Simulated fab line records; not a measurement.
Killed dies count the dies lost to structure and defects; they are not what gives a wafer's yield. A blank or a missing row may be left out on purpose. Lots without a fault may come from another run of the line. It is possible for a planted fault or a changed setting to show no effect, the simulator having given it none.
Matching of chambers -- flow nandHarc -- rieDiel-11 running NHARC_A_STAIRCASE_TRIM_196: 4 sister chambers
The step chemistry O2, time 211.2 s. 8 wafers are shown with their chamber, then 10 later ones without.

EACH WAFER AND ITS CHAMBER
wafer,chamber,drypumpMotorCurrentA (A),showerheadPlenumPTorr (Torr)
L080.5,1,5.8,3.42
L085.2,1,5.8,3.41
L085.3,0,6.3,3.47
L088.2,2,5.5,3.30
L088.3,3,5.4,3.76
L088.5,0,6.2,3.46
L094.1,3,5.4,3.75
L094.4,2,5.5,3.29

WAFERS WHOSE CHAMBER IS MISSING
wafer,drypumpMotorCurrentA (A),showerheadPlenumPTorr (Torr)
L094.5,5.8,3.40
L093.3,5.8,3.40
L093.5,6.3,3.45
L093.6,5.8,3.40
L095.2,5.5,3.29
L095.5,6.3,3.45
L095.6,5.8,3.40
L097.1,5.4,3.75
L097.4,5.8,3.39
L097.5,5.4,3.75

WHICH CHAMBER EACH WENT THROUGH
wafer,from the rows above,in truth
L094.5,1,1
L093.3,1,1
L093.5,0,0
L093.6,1,1
L095.2,2,2
L095.5,0,0
L095.6,1,1
L097.1,3,3
L097.4,1,1
L097.5,3,3
Correctly placed: 10 of 10. Can't be placed from these rows: 0. Placed wrongly: 0.
How it was worked out, from the rows above alone: a wafer's distance from a chamber is the root of the sum, over the readings, of the square of ((its reading less the chamber's mean) divided by the reading's scatter). If the next closest chamber is less than 2 further off than the closest, the wafer can't be placed; otherwise it belongs to the closest. The mean given for a chamber averages the wafers shown for that chamber. How the scatter is found: for the shown wafers, subtract from each reading the mean of its chamber, square and add these, divide the total by (wafers less chambers), then take the root.
